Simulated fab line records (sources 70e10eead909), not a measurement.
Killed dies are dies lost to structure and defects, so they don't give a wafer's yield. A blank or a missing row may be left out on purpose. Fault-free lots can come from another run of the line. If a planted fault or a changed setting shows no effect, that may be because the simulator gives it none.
8D (eight disciplines) problem report, filled in by code -- flow nand-harc -- the parts of the form that need people (team, actions taken, sign-off) are left out

## 1. PROBLEM STATEMENT
oes-product-au at NHARC_THIN_TSV_ETCH_36 reads a mean of 0.833 a.u. on 4 wafers of 2 lots; wafers without a fault read 0.998 a.u. with a standard deviation of 0.011. Measured from the usual mean, that is -15 standard deviations.
The step: etches the open film in Cl2/BCl3, target depth 65 nm, time 18.571 s.
Seen first at day 32 11:31 on rie-metal-03, wafer L776.2. Wafers with a number at this step in the record: 33, from 11 lots. By rule, "out" or "out of limits" means more than 4 standard deviations away from the usual mean. The rest of the wafers with a number are treated as sound.

## 2. WHAT IT IS, AND WHAT IT ISN'T
question,is,is not
which readings at this step,oes-product-au,drypump-motor-current-A
which lots,"L776, L778","L756, L758, L760, L761, L764, L767, L768, L769, L779"
which wafers of those lots,"L776.2, L776.5, L778.2, L778.3","L776.4, L778.1"
read on which tools,rie-metal-03,"rie-metal-01, rie-metal-02"
when,from day 32 11:31,"up to then (25 sound wafers); but 4 sound wafers of L778, L779 came after"

## 3. THE SUSPECTS, EACH WITH WHAT RULES IT OUT
Counting: a tool at a process step up to the reading stays a suspect if it ran every lot that is out. Sound lots after the first of them don't rule it out here, since some wafers of a struck lot are sound.
- rie-metal-03 at NHARC_THIN_TSV_ETCH_36 (etches the open film in Cl2/BCl3, target depth 65 nm, time 18.571 s): kept. Every lot that is out went through it, the first being L776 (day 32 11:31); the last sound lot it ran before that was L769 (day 29 08:48). Its own oes-product-au readings are out on those wafers.
Remaining after the count: rie-metal-03 at NHARC_THIN_TSV_ETCH_36.

## 4. THE CAUSE (what the simulator had put in)
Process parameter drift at NHARC_THIN_TSV_ETCH_36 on rie-metal-03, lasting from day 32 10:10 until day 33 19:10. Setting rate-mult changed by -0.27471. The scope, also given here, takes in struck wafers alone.
Only this tool survived the counting.

## 5. SEQUENCE OF EFFECTS, ordered by route
Rows list readings where the struck wafers' mean (over those with a number) sits beyond 3 standard deviations from the usual. Scope: only readings with a usual standard deviation given in the record; hours: median across lots of the time from each lot's start at the first step in this table that gives one to its start at this step; sigmas: change in usual standard deviations.
hours,step,reading,usual,on struck wafers,change,sigmas
0,NHARC_THIN_TSV_ETCH_36,oes-product-au,0.998 a.u.,0.833,-0.165,-15
The process steps in it:
- NHARC_THIN_TSV_ETCH_36: etches the open film in Cl2/BCl3, target depth 65 nm, time 18.571 s.

## 6. WHAT WOULD HAVE CAUGHT IT SOONER
In this record the first reading out of limits was taken at day 32 11:31, 1 hour after the fault began at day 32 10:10.
